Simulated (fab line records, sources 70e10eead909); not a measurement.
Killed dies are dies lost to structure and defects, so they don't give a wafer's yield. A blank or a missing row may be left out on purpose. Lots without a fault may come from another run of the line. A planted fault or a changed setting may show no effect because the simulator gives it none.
Which tool did it? | flow nand_harc | 21 lots, 63 wafers sampled, at 6 steps of a route of 1302

WHAT THE GAUGES READ, wafer by wafer
The record holds no reading of a measuring or inspecting step that can be judged against a usual standard deviation.

WHICH TOOL RAN EACH LOT (tool, then ch and the chambers of the sampled wafers, then the start)
lot  | NHARC_A_CHANNEL_FILL_D2_STRIP_29              | NHARC_A_CHANNEL_FILL_D2_RTA_24   | NHARC_A_STAIRCASE_DEP_156       | NHARC_A_STAIRCASE_ETCH_169         | NHARC_A_STAIRCASE_TRIM_12          | NHARC_A_STAIRCASE_ETCH_13
L075 | rie_diel-05 ch 0,1, day 15 17:49 or earlier   | rtp_anneal-02 ch 0, day 15 17:49 | pecvd-04 ch 0,1,2, day 15 18:05 | rie_diel-08 ch 2,3, day 15 19:04   | rie_diel-07 ch 0,2,3, day 15 20:52 | rie_diel-07 ch 0,2,3, no start
L074 | rie_diel-02 ch 0,1,3, day 15 17:44 or earlier | rtp_anneal-01 ch 0, day 15 17:44 | pecvd-02 ch 0,1, day 15 18:02   | rie_diel-08 ch 0,2,3, day 15 19:14 | rie_diel-10 ch 0,1,3, day 15 21:11 | rie_diel-10 ch 1,2,3, no start
L076 | rie_diel-05 ch 1,3, day 16 07:26 or earlier   | rtp_anneal-02 ch 0, day 16 07:26 | pecvd-04 ch 0,2, day 16 07:40   | rie_diel-08 ch 0,1, day 16 08:45   | rie_diel-07 ch 2,3, day 16 10:40   | rie_diel-07 ch 1,2, no start
L077 | rie_diel-02 ch 0,1,2, day 16 09:44            | rtp_anneal-02 ch 0, day 17 04:14 | pecvd-04 ch 1,2, day 17 04:45   | rie_diel-08 ch 0,1,2, day 17 05:58 | rie_diel-07 ch 0,3, day 17 07:47   | rie_diel-07 ch 0,1,3, no start
L079 | rie_diel-01 ch 0,2, day 17 16:13 or earlier   | rtp_anneal-01 ch 0, day 17 16:13 | pecvd-04 ch 0,2, day 17 16:34   | rie_diel-08 ch 1,3, day 17 17:32   | rie_diel-10 ch 0,2,3, day 17 19:21 | rie_diel-10 ch 0,3, no start
L078 | rie_diel-01 ch 1,2, day 17 16:20 or earlier   | rtp_anneal-02 ch 0, day 17 16:20 | pecvd-02 ch 0,2, day 17 16:38   | rie_diel-10 ch 0,1, day 17 17:41   | rie_diel-07 ch 0,3, day 17 19:32   | rie_diel-07 ch 0,2,3, no start
L082 | rie_diel-05 ch 1,3, day 18 18:35 or earlier   | rtp_anneal-02 ch 0, day 18 18:35 | pecvd-03 ch 0,1,2, day 18 18:52 | rie_diel-07 ch 0,1,3, day 18 20:08 | rie_diel-08 ch 1,2,3, day 18 22:06 | rie_diel-08 ch 2,3, no start
L080 | rie_diel-02 ch 0,1,3, day 18 12:32            | rtp_anneal-01 ch 0, day 18 18:40 | pecvd-02 ch 0,1,2, day 18 18:56 | rie_diel-07 ch 2,3, day 18 19:55   | rie_diel-07 ch 0,2,3, day 18 21:43 | rie_diel-07 ch 0,1, no start
L081 | rie_diel-01 ch 0,1,3, day 18 18:46 or earlier | rtp_anneal-01 ch 0, day 18 18:46 | pecvd-04 ch 0,1,2, day 18 19:01 | rie_diel-07 ch 1,2,3, day 18 20:19 | rie_diel-10 ch 0,1, day 18 22:25   | rie_diel-10 ch 1,2, no start
L083 | rie_diel-02 ch 1,2, day 19 15:35 or earlier   | rtp_anneal-02 ch 0, day 19 15:35 | pecvd-02 ch 0,1,2, day 19 15:48 | rie_diel-10 ch 0,3, day 19 16:52   | rie_diel-10 ch 2,3, day 19 18:42   | rie_diel-10 ch 0,3, no start
L084 | rie_diel-05 ch 0,1,2, day 20 10:34 or earlier | rtp_anneal-01 ch 0, day 20 10:34 | pecvd-04 ch 0,2, day 20 10:49   | rie_diel-07 ch 0,1,2, day 20 11:53 | rie_diel-08 ch 1,2,3, day 20 13:42 | rie_diel-08 ch 0,1,2, no start
L086 | rie_diel-02 ch 0,1,2, day 20 14:07 or earlier | rtp_anneal-02 ch 0, day 20 14:07 | pecvd-03 ch 0,1,2, day 20 14:23 | rie_diel-08 ch 0,2,3, day 20 15:40 | rie_diel-10 ch 0,2, day 20 17:31   | rie_diel-10 ch 0,1, no start
L085 | rie_diel-01 ch 1,2, day 20 14:11 or earlier   | rtp_anneal-01 ch 0, day 20 14:11 | pecvd-02 ch 0,2, day 20 14:23   | rie_diel-08 ch 0,1, day 20 15:52   | rie_diel-10 ch 0,3, day 20 19:22   | rie_diel-10 ch 1,2,3, no start
L087 | rie_diel-05 ch 0,2, day 20 18:59              | rtp_anneal-01 ch 0, day 21 01:10 | pecvd-03 ch 0,2, day 21 01:26   | rie_diel-10 ch 0,1,2, day 21 02:34 | rie_diel-07 ch 1,2,3, day 21 04:20 | rie_diel-07 ch 0,1,3, no start
L088 | rie_diel-02 ch 0,1,3, day 21 20:39 or earlier | rtp_anneal-01 ch 0, day 21 20:39 | pecvd-02 ch 1,2, day 21 21:08   | rie_diel-10 ch 2,3, day 21 22:03   | rie_diel-08 ch 1,2, day 21 23:53   | rie_diel-08 ch 0,1,2, no start
L089 | rie_diel-05 ch 0,1,3, day 21 20:48 or earlier | rtp_anneal-01 ch 0, day 21 20:48 | pecvd-03 ch 0,1, day 21 21:08   | rie_diel-07 ch 0,2,3, day 21 22:12 | rie_diel-07 ch 0,2,3, day 22 00:15 | rie_diel-07 ch 0,1,2, no start
L091 | rie_diel-05 ch 1,2,3, day 22 03:39 or earlier | rtp_anneal-02 ch 0, day 22 03:39 | pecvd-03 ch 0,1,2, day 22 03:56 | rie_diel-07 ch 1,2,3, day 22 04:54 | rie_diel-10 ch 0,2,3, day 22 09:44 | rie_diel-10 ch 0,1,3, no start
L094 | rie_diel-02 ch 2,3, day 23 19:39 or earlier   | rtp_anneal-01 ch 0, day 23 19:39 | pecvd-04 ch 0,1,2, day 23 19:53 | rie_diel-10 ch 2,3, day 23 20:56   | rie_diel-10 ch 0,2,3, day 23 22:49 | rie_diel-10 ch 0,1,3, no start
L095 | rie_diel-05 ch 0,1,2, day 25 00:23 or earlier | rtp_anneal-01 ch 0, day 25 00:23 | pecvd-04 ch 0,2, day 25 00:38   | rie_diel-07 ch 2,3, day 25 01:43   | rie_diel-10 ch 1,2,3, day 25 05:02 | rie_diel-10 ch 0,2,3, no start
L096 | rie_diel-05 ch 1,2, day 25 04:43 or earlier   | rtp_anneal-02 ch 0, day 25 04:43 | pecvd-04 ch 0,1, day 25 04:59   | rie_diel-07 ch 0,2, day 25 06:08   | rie_diel-07 ch 0,1,3, day 25 08:01 | rie_diel-07 ch 1,2,3, no start
L097 | rie_diel-05 ch 2,3, day 25 05:18              | rtp_anneal-01 ch 0, day 25 11:31 | pecvd-02 ch 0,1,2, day 25 11:44 | rie_diel-07 ch 0,3, day 25 12:47   | rie_diel-08 ch 0,2,3, day 25 14:40 | rie_diel-08 ch 0,1,3, no start
- NHARC_A_CHANNEL_FILL_D2_STRIP_29: strips in O2, time 20 s.
- NHARC_A_CHANNEL_FILL_D2_RTA_24: time 5 s.
- NHARC_A_STAIRCASE_DEP_156: deposits SiNx, target thk 50 nm.
- NHARC_A_STAIRCASE_ETCH_169: etches the open film in CH3F/O2, target depth 50 nm, time 107.1 s.
- NHARC_A_STAIRCASE_TRIM_12: chemistry O2, time 211.2 s.
- NHARC_A_STAIRCASE_ETCH_13: etches the open film in C4F8/O2, target depth 100 nm, time 40.5 s.

WHAT THE TOOLS THEMSELVES READ (means of the sampled wafers that have a number; where no wafer has one, the mark that the record gives instead)
NHARC_A_CHANNEL_FILL_D2_STRIP_29. Usual: chamber_pressure_mTorr 60.00 mTorr, standard deviation 0.05; drypump_motor_current_A 5.8 A, standard deviation 0.42; oes_product_au 0.998 a.u., standard deviation 0.0088; rf_vpp_V 57.6 V, standard deviation 0.95; showerhead_plenum_p_Torr 3.44 Torr, standard deviation 0.13; throttle_valve_pct 17.037 %, standard deviation 0.0086.
lot  | tool        | chamber_pressure_mTorr (mTorr) | drypump_motor_current_A (A) | oes_product_au (a.u.) | rf_vpp_V (V) | showerhead_plenum_p_Torr (Torr) | throttle_valve_pct (%) | flag
L075 | rie_diel-05 | 60.02                          | 6.1                         | 0.993                 | 57.4         | 3.31                            | 17.038                 |
L074 | rie_diel-02 | 60.01                          | 5.6                         | 0.990                 | 57.4         | 3.41                            | 17.031                 |
L076 | rie_diel-05 | 60.00                          | 5.4                         | 0.993                 | 57.4         | 3.43                            | 17.035                 |
L077 | rie_diel-02 | 60.02                          | 5.9                         | 1.003                 | 57.4         | 3.35                            | 17.042                 |
L079 | rie_diel-01 | 60.06                          | 5.8                         | 1.001                 | 58.1         | 3.40                            | 17.044                 |
L078 | rie_diel-01 | 60.03                          | 6.0                         | 1.001                 | 57.4         | 3.44                            | 17.036                 |
L082 | rie_diel-05 | 59.96                          | 5.3                         | 0.986                 | 57.1         | 3.56                            | 17.035                 |
L080 | rie_diel-02 | 60.01                          | 5.6                         | 1.000                 | 58.1         | 3.41                            | 17.044                 |
L081 | rie_diel-01 | 60.02                          | 5.8                         | 1.010                 | 57.8         | 3.50                            | 17.032                 |
L083 | rie_diel-02 | 60.02                          | 6.1                         | 1.002                 | 57.2         | 3.33                            | 17.037                 |
L084 | rie_diel-05 | 60.04                          | 6.0                         | 1.011                 | 57.1         | 3.39                            | 17.034                 |
L086 | rie_diel-02 | 59.97                          | 5.9                         | 1.004                 | 57.8         | 3.35                            | 17.042                 |
L085 | rie_diel-01 | 60.01                          | 6.2                         | 1.007                 | 58.4         | 3.50                            | 17.033                 |
L087 | rie_diel-05 | 59.97                          | 6.2                         | 0.993                 | 58.0         | 3.40                            | 17.041                 |
L088 | rie_diel-02 | 60.00                          | 5.5                         | 1.000                 | 58.0         | 3.41                            | 17.043                 |
L089 | rie_diel-05 | 59.97                          | 5.7                         | 0.988                 | 57.9         | 3.43                            | 17.028                 |
L091 | rie_diel-05 | 59.98                          | 5.5                         | 0.992                 | 57.1         | 3.52                            | 17.032                 |
L094 | rie_diel-02 | 59.97                          | 6.0                         | 1.001                 | 57.3         | 3.37                            | 17.030                 |
L095 | rie_diel-05 | 60.01                          | 6.0                         | 0.996                 | 57.5         | 3.39                            | 17.041                 |
L096 | rie_diel-05 | 60.04                          | 5.6                         | 1.002                 | 57.4         | 3.39                            | 17.041                 |
L097 | rie_diel-05 | 59.98                          | 5.3                         | 0.992                 | 57.8         | 3.65                            | 17.038                 |

NHARC_A_CHANNEL_FILL_D2_RTA_24. Usual: lamp_power_pct 33.7 %, standard deviation 0.38; lamp_zone_1_pct 33.7 %, standard deviation 0.38; lamp_zone_3_pct 33.7 %, standard deviation 0.38; wafer_temp_C_max 1006.2, standard deviation 1.2.
lot  | tool          | lamp_power_pct (%) | lamp_zone_1_pct (%) | lamp_zone_3_pct (%) | wafer_temp_C_max | flag
L075 | rtp_anneal-02 | 33.2               | 33.2                | 33.2                | 1008.3           |
L074 | rtp_anneal-01 | 34.0               | 33.9                | 34.0                | 1006.8           |
L076 | rtp_anneal-02 | 33.2               | 33.2                | 33.2                | 1007.3           |
L077 | rtp_anneal-02 | 33.2               | 33.2                | 33.2                | 1006.4           |
L079 | rtp_anneal-01 | 33.9               | 34.0                | 33.9                | 1005.8           |
L078 | rtp_anneal-02 | 33.2               | 33.2                | 33.2                | 1005.1           |
L082 | rtp_anneal-02 | 33.2               | 33.2                | 33.2                | 1007.9           |
L080 | rtp_anneal-01 | 34.0               | 34.0                | 33.9                | 1005.2           |
L081 | rtp_anneal-01 | 33.9               | 33.9                | 33.9                | 1004.5           |
L083 | rtp_anneal-02 | 33.2               | 33.1                | 33.2                | 1005.7           |
L084 | rtp_anneal-01 | 34.0               | 34.0                | 34.0                | 1006.6           |
L086 | rtp_anneal-02 | 33.2               | 33.2                | 33.2                | 1006.2           |
L085 | rtp_anneal-01 | 34.0               | 34.0                | 34.0                | 1007.2           |
L087 | rtp_anneal-01 | 34.0               | 34.0                | 34.0                | 1006.0           |
L088 | rtp_anneal-01 | 34.0               | 34.0                | 34.0                | 1004.4           |
L089 | rtp_anneal-01 | 33.9               | 33.9                | 33.9                | 1005.4           |
L091 | rtp_anneal-02 | 33.2               | 33.2                | 33.2                | 1007.0           |
L094 | rtp_anneal-01 | 34.0               | 34.0                | 34.0                | 1006.0           |
L095 | rtp_anneal-01 | 34.0               | 34.0                | 34.0                | 1005.8           |
L096 | rtp_anneal-02 | 33.2               | 33.2                | 33.2                | 1007.4           |
L097 | rtp_anneal-01 | 34.0               | 34.0                | 34.0                | 1006.7           |

NHARC_A_STAIRCASE_DEP_156. Usual: heater_power_w 688 W, standard deviation 59.
lot  | tool     | heater_power_w (W) | flag
L075 | pecvd-04 | 665                |
L074 | pecvd-02 | 683                |
L076 | pecvd-04 | 623                |
L077 | pecvd-04 | 704                |
L079 | pecvd-04 | 607                |
L078 | pecvd-02 | 713                |
L082 | pecvd-03 | 676                |
L080 | pecvd-02 | 719                |
L081 | pecvd-04 | 674                |
L083 | pecvd-02 | 715                |
L084 | pecvd-04 | 686                |
L086 | pecvd-03 | 641                |
L085 | pecvd-02 | 740                |
L087 | pecvd-03 | 678                |
L088 | pecvd-02 | 689                |
L089 | pecvd-03 | 642                |
L091 | pecvd-03 | 677                |
L094 | pecvd-04 | 694                |
L095 | pecvd-04 | 725                |
L096 | pecvd-04 | 675                |
L097 | pecvd-02 | 697                |

NHARC_A_STAIRCASE_ETCH_169. Usual: chamber_pressure_mTorr 25.004 mTorr, standard deviation 0.023; drypump_motor_current_A 5.8 A, standard deviation 0.41; oes_product_au 0.954 a.u., standard deviation 0.021; rf_vpp_V 244.0 V, standard deviation 1.8; showerhead_plenum_p_Torr 2.44 Torr, standard deviation 0.12; throttle_valve_pct 20.663 %, standard deviation 0.0086.
lot  | tool        | chamber_pressure_mTorr (mTorr) | drypump_motor_current_A (A) | oes_product_au (a.u.) | rf_vpp_V (V) | showerhead_plenum_p_Torr (Torr) | throttle_valve_pct (%) | flag
L075 | rie_diel-08 | 24.999                         | 6.2                         | 0.967                 | 245.2        | 2.50                            | 20.658                 |
L074 | rie_diel-08 | 24.993                         | 6.1                         | 0.951                 | 245.0        | 2.52                            | 20.666                 |
L076 | rie_diel-08 | 24.999                         | 6.2                         | 0.964                 | 245.7        | 2.55                            | 20.663                 |
L077 | rie_diel-08 | 25.011                         | 6.4                         | 0.959                 | 245.4        | 2.53                            | 20.668                 |
L079 | rie_diel-08 | 24.998                         | 6.3                         | 0.962                 | 243.9        | 2.39                            | 20.657                 |
L078 | rie_diel-10 | 24.995                         | 5.4                         | 0.950                 | 244.5        | 2.45                            | 20.664                 |
L082 | rie_diel-07 | 25.009                         | 5.5                         | 0.919                 | 243.6        | 2.39                            | 20.659                 |
L080 | rie_diel-07 | 25.010                         | 6.0                         | 0.916                 | 246.0        | 2.55                            | 20.668                 |
L081 | rie_diel-07 | 25.000                         | 5.7                         | 0.931                 | 244.9        | 2.51                            | 20.664                 |
L083 | rie_diel-10 | 24.994                         | 5.5                         | 0.972                 | 243.3        | 2.35                            | 20.662                 |
L084 | rie_diel-07 | 24.968                         | 5.8                         | 0.968                 | 244.6        | 2.49                            | 20.672                 |
L086 | rie_diel-08 | 24.992                         | 6.1                         | 0.937                 | 244.5        | 2.51                            | 20.658                 |
L085 | rie_diel-08 | 25.027                         | 6.2                         | 0.939                 | 245.9        | 2.54                            | 20.658                 |
L087 | rie_diel-10 | 24.996                         | 5.4                         | 0.955                 | 242.7        | 2.38                            | 20.666                 |
L088 | rie_diel-10 | 24.992                         | 5.5                         | 0.993                 | 241.9        | 2.32                            | 20.661                 |
L089 | rie_diel-07 | 25.009                         | 5.8                         | 0.969                 | 244.2        | 2.43                            | 20.661                 |
L091 | rie_diel-07 | 25.001                         | 5.6                         | 0.947                 | 244.1        | 2.50                            | 20.659                 |
L094 | rie_diel-10 | 25.000                         | 5.6                         | 0.965                 | 242.4        | 2.31                            | 20.665                 |
L095 | rie_diel-07 | 24.978                         | 6.0                         | 0.970                 | 244.7        | 2.53                            | 20.662                 |
L096 | rie_diel-07 | 25.039                         | 6.0                         | 0.929                 | 243.2        | 2.40                            | 20.657                 |
L097 | rie_diel-07 | 25.009                         | 5.6                         | 0.974                 | 243.4        | 2.32                            | 20.666                 |

NHARC_A_STAIRCASE_TRIM_12. Usual: chamber_pressure_mTorr 59.99 mTorr, standard deviation 0.06; drypump_motor_current_A 5.7 A, standard deviation 0.4; oes_product_au 1.001 a.u., standard deviation 0.013; rf_vpp_V 57.7 V, standard deviation 0.9; showerhead_plenum_p_Torr 3.48 Torr, standard deviation 0.16; throttle_valve_pct 17.037 %, standard deviation 0.0093.
lot  | tool        | chamber_pressure_mTorr (mTorr) | drypump_motor_current_A (A) | oes_product_au (a.u.) | rf_vpp_V (V) | showerhead_plenum_p_Torr (Torr) | throttle_valve_pct (%) | flag
L075 | rie_diel-07 | 59.97                          | 5.9                         | 0.982                 | 58.3         | 3.51                            | 17.036                 |
L074 | rie_diel-10 | 60.00                          | 5.4                         | 1.002                 | 58.2         | 3.45                            | 17.041                 |
L076 | rie_diel-07 | 59.96                          | 5.7                         | 0.990                 | 57.3         | 3.53                            | 17.038                 |
L077 | rie_diel-07 | 60.04                          | 5.6                         | 0.988                 | 57.7         | 3.37                            | 17.044                 |
L079 | rie_diel-10 | 59.99                          | 5.5                         | 0.999                 | 57.8         | 3.37                            | 17.043                 |
L078 | rie_diel-07 | 60.06                          | 5.8                         | 0.988                 | 56.9         | 3.34                            | 17.036                 |
L082 | rie_diel-08 | 59.94                          | 6.3                         | 1.007                 | 57.9         | 3.51                            | 17.042                 |
L080 | rie_diel-07 | 60.00                          | 5.9                         | 0.978                 | 58.5         | 3.49                            | 17.035                 |
L081 | rie_diel-10 | 60.00                          | 5.4                         | 1.007                 | 57.5         | 3.45                            | 17.042                 |
L083 | rie_diel-10 | 59.96                          | 5.6                         | 1.010                 | 57.7         | 3.33                            | 17.039                 |
L084 | rie_diel-08 | 60.06                          | 6.3                         | 1.012                 | 58.1         | 3.50                            | 17.038                 |
L086 | rie_diel-10 | 59.98                          | 5.5                         | 1.019                 | 57.4         | 3.37                            | 17.040                 |
L085 | rie_diel-10 | 60.05                          | 5.5                         | 1.007                 | 58.4         | 3.38                            | 17.037                 |
L087 | rie_diel-07 | 59.97                          | 5.6                         | 1.002                 | 57.4         | 3.59                            | 17.035                 |
L088 | rie_diel-08 | 60.03                          | 6.5                         | 1.015                 | 57.4         | 3.58                            | 17.033                 |
L089 | rie_diel-07 | 59.96                          | 5.9                         | 1.004                 | 57.5         | 3.48                            | 17.035                 |
L091 | rie_diel-10 | 59.97                          | 5.5                         | 1.014                 | 56.8         | 3.35                            | 17.032                 |
L094 | rie_diel-10 | 59.98                          | 5.5                         | 1.017                 | 57.5         | 3.34                            | 17.036                 |
L095 | rie_diel-10 | 59.99                          | 5.4                         | 1.008                 | 58.3         | 3.39                            | 17.032                 |
L096 | rie_diel-07 | 60.04                          | 5.6                         | 1.003                 | 57.5         | 3.42                            | 17.040                 |
L097 | rie_diel-08 | 60.03                          | 6.0                         | 0.994                 | 58.6         | 3.57                            | 17.037                 |

NHARC_A_STAIRCASE_ETCH_13. Usual: chamber_pressure_mTorr 25.000 mTorr, standard deviation 0.023; oes_product_au 0.942 a.u., standard deviation 0.015; rf_vpp_V 894 V, standard deviation 6.1.
lot  | tool        | chamber_pressure_mTorr (mTorr) | oes_product_au (a.u.) | rf_vpp_V (V) | flag
L075 | rie_diel-07 | 24.985                         | 0.933                 | 894          |
L074 | rie_diel-10 | 24.990                         | 0.946                 | 893          |
L076 | rie_diel-07 | 25.023                         | 0.937                 | 905          |
L077 | rie_diel-07 | 25.002                         | 0.943                 | 893          |
L079 | rie_diel-10 | 25.001                         | 0.955                 | 890          |
L078 | rie_diel-07 | 24.997                         | 0.914                 | 895          |
L082 | rie_diel-08 | 25.005                         | 0.926                 | 898          |
L080 | rie_diel-07 | 25.011                         | 0.960                 | 896          |
L081 | rie_diel-10 | 25.019                         | 0.939                 | 895          |
L083 | rie_diel-10 | 25.000                         | 0.953                 | 890          |
L084 | rie_diel-08 | 25.000                         | 0.970                 | 899          |
L086 | rie_diel-10 | 25.000                         | 0.947                 | 893          |
L085 | rie_diel-10 | 25.011                         | 0.936                 | 892          |
L087 | rie_diel-07 | 25.004                         | 0.932                 | 893          |
L088 | rie_diel-08 | 24.986                         | 0.932                 | 899          |
L089 | rie_diel-07 | 25.008                         | 0.945                 | 897          |
L091 | rie_diel-10 | 25.005                         | 0.944                 | 892          |
L094 | rie_diel-10 | 25.015                         | 0.938                 | 893          |
L095 | rie_diel-10 | 24.998                         | 0.939                 | 888          |
L096 | rie_diel-07 | 25.009                         | 0.937                 | 897          |
L097 | rie_diel-08 | 24.990                         | 0.932                 | 895          |

THE ANSWER, worked out from the rows above alone
Rule: a lot is off if the mean of its wafers that have a number lies more than 3 standard deviations from the usual mean. A lot without any number at a reading at which 4 lots or more have one is off too. The other lots that the step has rows for count as sound. The gauges are gone through in route order, then the tools' own readings, and for those a lot's mean is taken as printed above. The first step at which some lot is off is used, and at that step the reading that is off furthest; a lot without a number counts as furthest.
No lot is off at any reading shown: from this, nothing can be told.

WHAT THE SIMULATOR HAD PUT IN
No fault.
